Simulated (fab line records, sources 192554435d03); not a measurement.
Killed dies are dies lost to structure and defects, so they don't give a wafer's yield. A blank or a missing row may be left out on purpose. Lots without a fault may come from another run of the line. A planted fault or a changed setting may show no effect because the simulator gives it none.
fab line records | flow n5_finfet
record lots=7 wafers=21 last_day=18
route steps=1938 shown BEOL_M7@1310 PASSIVATION@1936
lots that met no fault: from a run of the same line without faults
start_h: hours from the record's first day to the start of the lot's first wafer shown | wait_h: hours since the lot's step before | " the same as in the row above | L1.1+2: a row that stands for several wafers | - no value, or no start given | * or withheld: withheld | < > ~ a bound
route shown NAME@n: a module of which the file shows steps, and the number in the route of the first | usual: mean/standard deviation of fault-free wafers | same: alike in all rows | chamber/n: place in a boat | sites: the reading at each site | _std_site: their standard deviation | _edge_site: outer sites' mean less inner sites' | radius_mm: how far each site lies from the wafer's centre | mask NAME#n: copy n | behind: the tool/chamber that last shaped the wafer | hold: why the lot was held/for how many hours/how that ended | device: the transistor (n, p or np) that didn't switch | end of line: the same wafers' tests at the end of the route | a step without rows: its recipe alone | killed: dies lost to structure and defects at the first sort, not the wafer's yield | map: a wafer's dies, x killed, . not, _ none there
set.NAME: the setting as run; set.NAME@STEP: as run at that earlier step | model.NAME: the simulator's own value behind a step, which no gauge read
lots at some steps of the route; a table a step, a row a wafer
services: from which hour (start_h, from the record's first day; less than 0 if before it) a tool's chamber was out of use, for how many hours, and why
## steps
# step N5_BEOL_M7_STRIP_80
# recipe chemistry=N2/H2 time_s=10 power_w=450 temp_c=40 pressure_mtorr=20 rf_frequency_hz=6e+07 bias_power_w=7 n2_flow_sccm=200 h2_flow_sccm=200
# step N5_BEOL_M7_OCD_MEAS_38
# usual trench_depth_nm=93.8/1.3
# columns lot.wafer tool chamber start_h wait_h trench_depth_nm
L917.2 ocd-01 - 200.82 - 92.4
L917.4 " - " " 93.7
L917.5 " - " " 93.2
L922.2 ocd-01 - 233.61 - 92.6
L922.4 " - " " 92.9
L922.6 " - " " 93.2
L923.3 ocd-01 - 245.16 - 93.3
L923.4 " - " " 94.5
L923.6 " - " " 93.9
L924.2 ocd-02 - 251.80 - 92.8
L924.3 " - " " 91.8
L924.4 " - " " 92.6
L929.3 ocd-02 - 278.72 - 93.2
L929.4 " - " " 92.8
L929.5 " - " " 92.5
L927.1 ocd-02 - 278.75 - 92.6
L927.3 " - " " 93.3
L927.5 " - " " 93.3
L939.1 ocd-01 - 340.64 - 92.5
L939.5 " - " " 94.3
L939.6 " - " " 94.6
# step N5_BEOL_M7_HM_STRIP_39
# recipe chemistry=peroxide_tin_strip material=TiN target_depth_a=250 temp_c=50 time_s=158
# step N5_BEOL_M7_SRD_40
# recipe time_s=30 temp_c=23 rinse_liquid=diw dry=ipa_marangoni
# step N5_BEOL_M7_PRECLEAN_42
# recipe chemistry=residue_remover time_s=60 temp_c=40
# step N5_BEOL_M7_SRD_43
# recipe time_s=30 temp_c=23 rinse_liquid=diw dry=ipa_marangoni
# step N5_BEOL_M7_CD_MEAS_35
# recipe target_cd_nm=40 polarity=opening
# usual cd_nm=39.9/0.52
# columns lot.wafer tool chamber start_h wait_h cd_nm
L917.2 cd_sem-02 - 200.98 0.0 40.1
L917.4 " - " " 39.0
L917.5 " - " " 39.7
L922.2 cd_sem-02 - 233.76 0.0 40.6
L922.4 " - " " 40.9
L922.6 " - " " 40.3
L923.3 cd_sem-02 - 245.32 0.0 39.5
L923.4 " - " " 39.4
L923.6 " - " " 39.3
L924.2 cd_sem-02 - 251.96 0.0 39.9
L924.3 " - " " 38.9
L924.4 " - " " 38.5
L929.3 cd_sem-03 - 278.87 0.0 40.4
L929.4 " - " " 40.2
L929.5 " - " " 40.3
L927.1 cd_sem-03 - 278.91 0.0 39.7
L927.3 " - " " 39.8
L927.5 " - " " 39.5
L939.1 cd_sem-02 - 340.79 0.0 40.2
L939.5 " - " " 39.5
L939.6 " - " " 39.6
# step N5_BEOL_M7_CURE_75
# recipe temp_c=370 time_s=120 ambient=DMADMS/He material=SiCOH_lowk
# usual lamp_power_pct=52.31/0.055 wafer_temp_C_max=371.4/0.41
# columns lot.wafer tool chamber start_h wait_h lamp_power_pct wafer_temp_C_max
L917.2 uv_cure-03 2 201.86 0.9 52.43 371.1
L917.4 " 2 " " 52.36 371.1
L917.5 " 2 " " 52.18 371.2
L922.2 uv_cure-03 0 233.85 0.1 52.26 371.9
L922.4 " 0 " " 52.22 371.7
L922.6 " 0 " " 52.27 371.7
L923.3 uv_cure-03 0 245.46 0.1 52.26 371.5
L923.4 " 0 " " 52.36 371.6
L923.6 " 0 " " 52.32 371.9
L924.2 uv_cure-02 2 252.05 0.1 52.20 371.7
L924.3 " 2 " " 52.35 371.4
L924.4 " 2 " " 52.33 371.1
L927.1 uv_cure-01 2 279.44 0.5 52.32 371.1
L927.3 " 2 " " 52.37 371.7
L927.5 " 2 " " 52.39 371.7
L929.3 uv_cure-02 2 279.56 0.7 52.34 371.4
L929.4 " 2 " " 52.36 371.2
L929.5 " 2 " " 52.31 370.8
L939.1 uv_cure-01 2 340.93 0.1 52.28 371.2
L939.5 " 2 " " 52.44 371.4
L939.6 " 2 " " 52.31 371.1
# step N5_BEOL_M7_DEGAS_44
# recipe ambient=vacuum temp_c=250 time_s=60
# usual heater_power_w=314/27
# columns lot.wafer tool chamber start_h wait_h heater_power_w
L917.2 pvd_sputter-03 - 202.14 0.2 309
L917.4 " - " " 337
L917.5 " - " " 289
L922.2 pvd_sputter-01 - 234.41 0.5 327
L922.4 " - " " 276
L922.6 " - " " 342
L923.3 pvd_sputter-02 - 245.75 0.2 372
L923.4 " - " " 287
L923.6 " - " " 316
L924.2 pvd_sputter-01 - 252.71 0.6 328
L924.3 " - " " 316
L924.4 " - " " 345
L927.1 pvd_sputter-03 - 279.78 0.3 317
L927.3 " - " " 292
L927.5 " - " " 338
L929.3 pvd_sputter-03 - 279.98 0.3 326
L929.4 " - " " 290
L929.5 " - " " 287
L939.1 pvd_sputter-02 - 342.98 2.0 340
L939.5 " - " " 370
L939.6 " - " " 341
# step N5_BEOL_M7_PRE_CLEAN_45
# recipe gas=H2/He time_s=30 temp_c=250
# step N5_BEOL_M7_ALD_77
# recipe material=TaN target_thk_a=20 temp_c=275 ald_precursor_family=PDMAT ald_co_reactant=NH3 pressure_torr=3 carrier_flow_sccm=1500 pulse_time_s=2 purge_time_s=3 co_reactant_purge_time_s=2 co_reactant_pulse_time_s=3 ald_cycles=40 precursor_vessel_temp_c=75 precursor_vessel_pressure_torr=26.25 precursor_vessel_carrier_sccm=1000
# usual heater_power_w=422/37 precursor_vessel_pressure_torr=26.26/0.055
# columns lot.wafer tool chamber start_h wait_h heater_power_w precursor_vessel_pressure_torr
L917.2 ald_metal-04 0 202.32 0.1 448 26.16
L917.4 " 0 " " 446 26.18
L917.5 " 1 " " 457 26.23
L922.2 ald_metal-03 3 234.74 0.3 425 26.28
L922.4 " 1 " " 432 26.25
L922.6 " 0 " " 446 26.29
L923.3 ald_metal-04 3 245.85 0.0 456 26.22
L923.4 " 2 " " 448 26.26
L923.6 " 3 " " 456 26.34
L924.2 ald_metal-01 2 252.84 0.1 437 26.21
L924.3 " 3 " " 354 26.26
L924.4 " 0 " " 467 26.26
L927.1 ald_metal-03 3 280.03 0.2 410 26.21
L927.3 " 0 " " 433 26.32
L927.5 " 1 " " 436 26.17
L929.3 ald_metal-01 3 280.09 0.0 369 26.26
L929.4 " 1 " " 401 26.25
L929.5 " 0 " " 481 26.33
L939.1 ald_metal-01 1 343.08 0.0 398 26.17
L939.5 " 0 " " 470 26.28
L939.6 " 1 " " 390 26.16
# step N5_BEOL_M7_SURFACE_TREAT_79
# recipe gas=Ar time_s=* ion_energy_ev=* ion_current_ma_cm2=0.5 pressure_mtorr=* ar_flow_sccm=30
# usual throttle_valve_pct=*
# columns lot.wafer tool chamber start_h wait_h throttle_valve_pct
L917.2 pvd_sputter-02 - 202.68 0.2 *
L917.4 " - " " *
L917.5 " - " " *
L922.2 pvd_sputter-03 - 235.35 0.5 *
L922.4 " - " " *
L922.6 " - " " *
L923.3 pvd_sputter-03 - 247.13 1.2 *
L923.4 " - " " *
L923.6 " - " " *
L924.2 pvd_sputter-02 - 253.19 0.2 *
L924.3 " - " " *
L924.4 " - " " *
L927.1 pvd_sputter-03 - 280.34 0.2 *
L927.3 " - " " *
L927.5 " - " " *
L929.3 pvd_sputter-03 - 280.38 0.2 *
L929.4 " - " " *
L929.5 " - " " *
L939.1 pvd_sputter-03 - 343.43 0.2 *
L939.5 " - " " *
L939.6 " - " " *
# step N5_BEOL_M7_CVD_78
# recipe material=Co target_thk_a=20 temp_c=withheld precursor=CCTBA/H2 pressure_torr=30 time_s=142.3
# columns lot.wafer tool chamber start_h wait_h
L917.2+4+5 cvd_co-01 2,1,2 202.80 0.1
L922.2+4+6 cvd_co-02 1,1,2 235.41 0.0
L923.3+4+6 cvd_co-01 2,1,0 247.21 0.1
L923.3+4+6 cvd_co-01 2,1,0 247.49 0.2
L924.2+3+4 cvd_co-02 2,0,1 253.37 0.2
L924.2+3+4 cvd_co-02 2,0,1 253.83 0.4
L927.1+3+5 cvd_co-02 1,2,2 280.41 0.0
L927.1+3+5 cvd_co-02 1,2,2 280.69 0.2
L929.3+4+5 cvd_co-01 0,1,0 280.62 0.2
L939.1+5+6 cvd_co-02 2,1,0 343.51 0.1
# step N5_BEOL_M7_SPUTTER_48
# recipe material=Cu target_thk_a=100 temp_c=-20 bias_v=60 power_w=26000 chamber_pressure_pa=0.13 time_s=1.667
# usual chuck_sensor_temp_C=-16.1/0.71 throttle_valve_pct=29.9/0.81
# columns lot.wafer tool chamber start_h wait_h chuck_sensor_temp_C throttle_valve_pct
L917.2 pvd_sputter-02 - 202.92 0.1 -16.0 29.9
L917.4 " - " " -15.9 28.8
L917.5 " - " " -15.8 28.9
L922.2 pvd_sputter-03 - 235.53 0.1 -16.4 30.7
L922.4 " - " " -16.6 30.2
L922.6 " - " " -14.3 29.8
L923.3 pvd_sputter-01 - 247.61 0.1 -16.7 30.7
L923.4 " - " " -16.8 31.7
L923.6 " - " " -16.6 30.7
L924.2 pvd_sputter-01 - 253.97 0.1 -16.8 30.2
L924.3 " - " " -16.9 29.3
L924.4 " - " " -16.5 31.7
L927.1 pvd_sputter-03 - 280.86 0.1 -14.3 30.2
L927.3 " - " " -15.8 29.8
L927.5 " - " " -16.3 30.6
L929.3 pvd_sputter-03 - 280.98 0.3 -16.8 30.4
L929.4 " - " " -15.8 29.9
L929.5 " - " " -16.2 30.8
L939.1 pvd_sputter-02 - 343.68 0.1 -16.7 28.8
L939.5 " - " " -16.1 29.8
L939.6 " - " " -15.9 28.6
# step N5_BEOL_M7_ECD_50
# recipe material=Cu target_thk_a=3000
# step N5_BEOL_M7_ANNEAL_51
# recipe temp_c=225 time_s=90 ambient=N2
# step N5_BEOL_M7_CMP_52
# recipe stop_on=SiCOH_lowk t_overpolish_s=6.9 down_force_psi=1 platen_rpm=50 clearing_platen_down_force_psi=1.5 clearing_platen_rpm=50 post_cmp_clean=cu_alkaline target_thk_nm=80 clearing_platen_pad_velocity_m_s=0.99484 pad_velocity_m_s=0.99484
# usual barrier_field_endpoint_s=29.0/0.69 edge_zone_pressure_frac=1.000/0.0052 motor_current_A=6.1/0.59 overpolish_run_s=6.900/0.0094 time_to_endpoint_s=64/3.1
# columns lot.wafer tool chamber start_h wait_h barrier_field_endpoint_s edge_zone_pressure_frac motor_current_A overpolish_run_s time_to_endpoint_s
L917.4 cmp-03 1 203.71 0.2 29.5 1.009 6.5 6.883 66
L917.2 " 2 " " 29.9 1.007 6.0 6.892 71
L917.5 " 1 " " 28.9 1.009 6.0 6.903 69
L922.4 cmp-03 2 236.74 0.1 30.3 1.004 5.7 6.910 67
L922.2 " 1 " " 29.9 0.992 6.5 6.892 69
L922.6 " 2 " " 30.4 0.998 5.2 6.900 70
L923.3 cmp-04 2 248.53 0.2 30.3 1.004 6.1 6.880 59
L923.4 " 1 " " 31.5 1.007 6.3 6.904 61
L923.6 " 2 " " 31.9 0.999 6.3 6.901 59
L924.4 cmp-04 1 254.48 0.1 31.4 0.999 6.0 6.887 63
L924.3 " 3 " " 31.6 1.002 5.7 6.898 66
L924.2 " 0 " " 30.8 0.998 5.7 6.885 62
L927.1 cmp-02 1 281.53 0.3 30.2 1.011 5.1 6.903 63
L927.3 " 0 " " 30.8 1.006 4.7 6.901 58
L927.5 " 2 " " 31.9 0.996 7.4 6.904 62
L929.4 cmp-04 1 281.60 0.1 29.3 1.004 6.5 6.902 64
L929.3 " 2 " " 29.1 0.995 6.2 6.894 66
L929.5 " 2 " " 30.1 1.002 6.2 6.894 66
L939.1 cmp-03 0 344.18 0.3 28.6 0.986 6.0 6.890 61
L939.5 " 0 " " 29.5 0.997 6.0 6.909 63
L939.6 " 1 " " 29.1 0.995 6.1 6.922 63
# step N5_BEOL_M7_THK_MEAS_53
# recipe thk_meas_gauge=xrf reads=Cu_of_BEOL_M7_ECD_50
# usual M7_THK=79.7/1.8
# columns lot.wafer tool chamber start_h wait_h M7_THK[nm]
L917.2 film_metro-01 - 203.97 - 79.9
L917.4 " - " " 80.2
L917.5 " - " " 78.8
L922.2 film_metro-02 - 237.04 - 79.8
L922.4 " - " " 79.7
L922.6 " - " " 79.6
L923.3 film_metro-02 - 248.83 - 74.7
L923.4 " - " " 77.4
L923.6 " - " " 77.0
L924.2 film_metro-02 - 254.78 - 75.2
L924.3 " - " " 75.2
L924.4 " - " " 74.4
L927.1 film_metro-02 - 281.82 - 75.3
L927.3 " - " " 76.3
L927.5 " - " " 77.5
L929.3 film_metro-01 - 281.90 - 78.3
L929.4 " - " " 80.0
L929.5 " - " " 79.4
L939.1 film_metro-02 - 344.48 - 77.6
L939.5 " - " " 79.1
L939.6 " - " " 80.2
# step N5_PASSIVATION_PROBE_49
# usual defect_limited_yield=91.7/1.5 killed_at_M0_to_M3=30/8.6 killed_at_M4_up=12/4.5 killed_at_contacts=13/5.8 killed_at_front_end=38/11 killed_at_other=4/3 killed_dies=97/17 killed_open=63/12 killed_short=32/8.8 sort_bin_5_function=4.8/0.91 sort_bin_6_memory=3.1/0.68 sort_bin_8_speed=0/0 sort_n_pass=1083/17 sort_yield_pct=91.7/1.5
# same gross_dies=1180 killed_at_back_side=0 sort_bin_4_leakage[%]=0
# columns lot.wafer tool chamber start_h wait_h defect_limited_yield[%] killed_at_M0_to_M3 killed_at_M4_up killed_at_contacts killed_at_front_end killed_at_other killed_dies killed_open killed_short sort_bin_5_function[%] sort_bin_6_memory[%] sort_bin_8_speed[%] sort_n_pass sort_yield_pct[%]
L917.2 prober-02 - 292.83 0.1 93.1 30 7 6 35 3 81 50 30 3.5 3.1 0 1099 93.1
L917.4 prober-02 - 292.93 0.2 91.5 32 11 12 42 3 100 69 31 4.8 3.5 0 1080 91.5
L917.5 prober-02 - 292.98 0.2 93.6 32 8 9 21 6 76 59 16 3.3 3.0 0 1104 93.6
L922.2 prober-02 - 310.11 0.1 92.7 20 8 10 43 5 86 54 31 4.4 2.6 0 1094 92.7
L922.4 prober-02 - 310.21 0.2 91.7 22 12 13 50 1 98 59 36 4.8 3.1 0 1082 91.7
L922.6 prober-02 - 310.31 0.3 91.7 29 8 14 42 5 98 55 41 5.3 2.5 0 1082 91.7
L923.3 prober-01 - 318.47 0.1 92.9 23 14 6 39 2 84 58 24 4.7 2.2 0 1096 92.9
L923.4 prober-01 - 318.52 0.2 92.3 27 10 9 42 3 91 60 31 4.0 3.2 0 1089 92.3
L923.6 prober-01 - 318.62 0.3 93.8 26 13 4 28 2 73 52 21 3.6 2.5 0 1107 93.8
L924.2 prober-02 - 325.53 0.1 93.4 25 8 18 25 2 78 45 30 3.6 2.8 0 1102 93.4
L924.3 prober-02 - 325.58 0.1 91.3 30 17 13 43 0 103 67 33 5.2 3.3 0 1077 91.3
L924.4 prober-02 - 325.63 0.2 93.1 33 13 4 30 2 82 51 29 3.9 2.6 0.08 1098 93.1
L927.1 prober-02 - 357.00 0.0 91.9 25 8 16 47 0 96 70 26 4.9 3.1 0 1084 91.9
L927.3 prober-02 - 357.10 0.1 91.5 29 13 16 42 0 100 64 34 4.7 3.2 0 1080 91.5
L927.5 prober-02 - 357.20 0.2 93.9 23 15 10 24 0 72 48 22 3.9 2.1 0 1108 93.9
L929.3 prober-02 - 363.53 0.1 94.1 20 13 10 22 5 70 47 22 3.5 2.0 0 1110 94.1
L929.4 prober-02 - 363.58 0.2 93.5 29 11 9 28 0 77 57 18 3.7 2.8 0 1103 93.5
L929.5 prober-02 - 363.63 0.2 94.3 23 6 14 21 3 67 53 14 3.5 2.0 0 1113 94.3
L939.1 prober-02 - 421.81 0.0 92.4 36 6 19 27 2 90 57 31 4.9 2.5 0 1090 92.4
L939.5 prober-02 - 422.01 0.2 91.8 31 6 32 22 6 97 58 36 4.4 3.6 0 1083 91.8
L939.6 prober-02 - 422.06 0.3 92.0 35 7 18 31 3 94 57 32 4.7 2.9 0 1086 92.0
# killed by level:class
L917.2 FIN_SAQP:geometric_particle:open=8 GATE_CUT:geometric_particle:short=8 BEOL_M0_SAQP:geometric_particle:open=8 BEOL_M3:geometric_particle:open=8 FIN_SAQP:geometric_particle:short=6 BEOL_M0_SAQP:geometric_particle:short=4 BEOL_M2:geometric_particle:open=4 BEOL_M5:geometric_particle:open=4
L917.4 FIN_SAQP:geometric_particle:open=16 BEOL_M0_SAQP:geometric_particle:short=9 MOL_CONTACT_COAG:geometric_particle:open=9 FIN_SAQP:geometric_particle:short=7 BEOL_M0_SAQP:geometric_particle:open=7 BEOL_M0:geometric_particle:open=6 BEOL_M5:geometric_particle:open=4 BEOL_M2:geometric_particle:open=4
L917.5 MOL_CONTACT_COAG:geometric_particle:open=9 BEOL_M2:geometric_particle:open=8 BEOL_M3:geometric_particle:open=7 BEOL_M1:geometric_particle:open=6 FIN_SAQP:geometric_particle:open=5 BEOL_M0_SAQP:geometric_particle:open=5 DUMMY_GATE:geometric_particle:open=4 BEOL_M5:geometric_particle:open=4
L922.2 STI_FIN_REVEAL:geometric_particle:open=18 MOL_CONTACT_COAG:geometric_particle:open=8 BEOL_M1:geometric_particle:open=6 GATE_CUT:geometric_particle:short=6 STI_FIN_REVEAL:geometric_particle:short=5 BEOL_M3:geometric_particle:short=5 BEOL_M7:geometric_particle:open=4 FIN_SAQP:geometric_particle:short=3
L922.4 STI_FIN_REVEAL:geometric_particle:open=12 MOL_CONTACT_COAG:geometric_particle:open=12 FIN_SAQP:geometric_particle:short=8 GATE_CUT:geometric_particle:short=8 BEOL_M2:geometric_particle:open=6 BEOL_M3:geometric_particle:short=4 DUMMY_GATE:geometric_particle:open=4 BEOL_M3:geometric_particle:open=4
L922.6 STI_FIN_REVEAL:geometric_particle:open=12 MOL_CONTACT_COAG:geometric_particle:open=12 FIN_SAQP:geometric_particle:short=9 BEOL_M0_SAQP:geometric_particle:short=8 FIN_SAQP:geometric_particle:open=6 BEOL_M3:geometric_particle:short=6 BEOL_M0_SAQP:geometric_particle:open=5 BEOL_M1:geometric_particle:open=5
L923.3 FIN_SAQP:geometric_particle:open=11 STI_FIN_REVEAL:geometric_particle:open=9 FIN_SAQP:geometric_particle:short=7 MOL_CONTACT_COAG:geometric_particle:open=6 BEOL_M1:geometric_particle:open=6 BEOL_M3:geometric_particle:open=5 BEOL_M0_SAQP:geometric_particle:open=4 BEOL_M4:geometric_particle:open=4
L923.4 STI_FIN_REVEAL:geometric_particle:open=15 FIN_SAQP:geometric_particle:short=8 FIN_SAQP:geometric_particle:open=8 BEOL_M3:geometric_particle:open=7 MOL_CONTACT_COAG:geometric_particle:open=5 BEOL_M1:geometric_particle:open=5 MOL_CONTACT_COAG:geometric_particle:short=4 BEOL_M0_SAQP:geometric_particle:short=4
L923.6 STI_FIN_REVEAL:geometric_particle:open=9 FIN_SAQP:geometric_particle:open=5 BEOL_M1:geometric_particle:open=5 BEOL_M3:geometric_particle:open=5 BEOL_M0_SAQP:geometric_particle:open=4 BEOL_M1:geometric_particle:short=4 BEOL_M4:geometric_particle:open=4 BEOL_M5:geometric_particle:open=4
L924.2 MOL_CONTACT_COAG:geometric_particle:open=14 BEOL_M2:geometric_particle:open=6 BEOL_M3:geometric_particle:open=6 BEOL_M0_SAQP:geometric_particle:short=5 MOL_CONTACT_COAG:geometric_particle:short=4 STARTING-WAFER:geometric_particle:short=4 FIN_SAQP:geometric_particle:short=3 STARTING-WAFER:geometric_particle:open=3
L924.3 MOL_CONTACT_COAG:geometric_particle:open=10 GATE_CUT:geometric_particle:short=9 BEOL_M1:geometric_particle:open=8 DUMMY_GATE:geometric_particle:open=7 GATE_CUT:geometric_particle:open=7 BEOL_M0_SAQP:geometric_particle:open=7 BEOL_M4:geometric_particle:open=7 STI_FIN_REVEAL:geometric_particle:open=5
L924.4 BEOL_M3:geometric_particle:open=12 GATE_CUT:geometric_particle:short=9 STI_FIN_REVEAL:geometric_particle:open=5 STARTING-WAFER:geometric_particle:short=5 MOL_CONTACT_COAG:geometric_particle:open=4 BEOL_M1:geometric_particle:open=4 BEOL_M0_SAQP:geometric_particle:short=3 BEOL_M0:geometric_particle:open=3
L927.1 FIN_SAQP:geometric_particle:open=13 MOL_CONTACT_COAG:geometric_particle:open=13 DUMMY_GATE:geometric_particle:open=12 BEOL_M3:geometric_particle:open=10 FIN_SAQP:geometric_particle:short=7 STARTING-WAFER:geometric_particle:short=5 BEOL_M4:geometric_particle:open=4 BEOL_M0:geometric_particle:open=3
L927.3 FIN_SAQP:geometric_particle:open=16 MOL_CONTACT_COAG:geometric_particle:open=11 STI_FIN_REVEAL:geometric_particle:open=9 BEOL_M0:geometric_particle:short=7 BEOL_M0_SAQP:geometric_particle:open=5 MOL_CONTACT_COAG:geometric_particle:short=5 DUMMY_GATE:geometric_particle:open=4 BEOL_M0_SAQP:geometric_particle:short=4
L927.5 MOL_CONTACT_COAG:geometric_particle:open=10 DUMMY_GATE:geometric_particle:open=7 BEOL_M0_SAQP:geometric_particle:short=6 BEOL_M3:geometric_particle:open=5 BEOL_M4:geometric_particle:open=4 BEOL_M4:geometric_particle:short=4 STARTING-WAFER:geometric_particle:open=4 STI_FIN_REVEAL:geometric_particle:open=3
L929.3 MOL_CONTACT_COAG:geometric_particle:open=8 BEOL_M3:geometric_particle:open=7 BEOL_M0_SAQP:geometric_particle:open=6 BEOL_M6:geometric_particle:open=5 FIN_SAQP:geometric_particle:short=4 BEOL_M0_SAQP:geometric_particle:short=4 STARTING-WAFER:geometric_particle:short=4 FIN_SAQP:geometric_particle:open=3
L929.4 MOL_CONTACT_COAG:geometric_particle:open=8 BEOL_M0_SAQP:geometric_particle:open=6 BEOL_M1:geometric_particle:open=6 STARTING-WAFER:geometric_particle:short=6 BEOL_M3:geometric_particle:open=5 BEOL_M6:geometric_particle:open=5 GATE_CUT:geometric_particle:open=4 BEOL_M0_SAQP:geometric_particle:short=4
L929.5 MOL_CONTACT_COAG:geometric_particle:open=12 BEOL_M3:geometric_particle:open=9 STI_FIN_REVEAL:geometric_particle:open=6 BEOL_M0_SAQP:geometric_particle:open=6 FIN_SAQP:geometric_particle:open=4 GATE_CUT:geometric_particle:short=4 BEOL_M2:geometric_particle:open=4 STARTING-WAFER:geometric_particle:open=4
L939.1 MOL_CONTACT_COAG:geometric_particle:open=14 BEOL_M0_SAQP:geometric_particle:open=11 BEOL_M0_SAQP:geometric_particle:short=10 FIN_SAQP:geometric_particle:open=9 FIN_SAQP:geometric_particle:short=6 BEOL_M2:geometric_particle:open=6 BEOL_M1:geometric_particle:open=5 MOL_CONTACT_COAG:geometric_particle:short=5
L939.5 MOL_CONTACT_COAG:geometric_particle:open=27 BEOL_M1:geometric_particle:open=8 BEOL_M0_SAQP:geometric_particle:open=7 BEOL_M0_SAQP:geometric_particle:short=7 GATE_CUT:geometric_particle:short=5 MOL_CONTACT_COAG:geometric_particle:short=5 FIN_SAQP:geometric_particle:short=4 BEOL_M3:geometric_particle:open=4
L939.6 MOL_CONTACT_COAG:geometric_particle:open=15 BEOL_M0_SAQP:geometric_particle:short=14 BEOL_M1:geometric_particle:open=8 STI_FIN_REVEAL:geometric_particle:open=7 STARTING-WAFER:geometric_particle:short=6 BEOL_M0_SAQP:geometric_particle:open=5 BEOL_M2:geometric_particle:open=4 FIN_SAQP:geometric_particle:short=3
## services
# columns tool chamber start_h hours kind
cmp-02 - 184.71 0.3 repair
ald_metal-01 - 184.87 0.9 repair
uv_cure-01 - 193.57 1.0 repair
cmp-03 - 196.07 4.0 pm
ald_metal-04 2 201.60 33.2 repair
ald_metal-03 - 203.37 8.7 pm
cmp-02 - 214.46 3.9 repair
uv_cure-01 - 216.77 2.1 pm
cvd_co-01 - 228.17 6.0 pm
cmp-02 - 229.11 3.4 repair
ald_metal-03 - 247.14 0.3 repair
ald_metal-01 1 250.81 2.9 repair
cmp-03 - 252.05 1.9 repair
ald_metal-04 - 255.66 28.1 pm
uv_cure-03 - 274.22 11.7 repair
ald_metal-04 1 286.58 8.8 repair
cmp-04 - 292.04 4.0 pm
ald_metal-04 2 295.31 13.8 repair
ald_metal-04 3 297.85 5.4 repair
cmp-03 - 308.01 3.7 pm
cmp-03 - 314.98 1.8 repair
cvd_co-02 - 325.19 0.4 repair
ald_metal-04 3 329.20 8.1 repair
cmp-03 - 340.49 1.3 repair
## key
first_sign step=N5_BEOL_M7_CVD_78 reading=visit direction=added
effect step=N5_BEOL_M7_CMP_52 reading=barrier_field_endpoint_s direction=up sigmas=3.1 usual=29.0 struck=31.1
effect step=N5_BEOL_M7_THK_MEAS_53 reading=M7_THK direction=down sigmas=2.1 usual=79.7 struck=75.9
met_at N5_BEOL_M7_CVD_78
struck_wafers L923.3,L923.4,L923.6,L924.2,L924.3,L924.4,L927.1,L927.3,L927.5
fault kind=repeated_step_whole tool=cvd_co-01,cvd_co-02 chamber=- onset_h=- steps=N5_BEOL_M7_CVD_78 times=1 scope=struck_lots_only
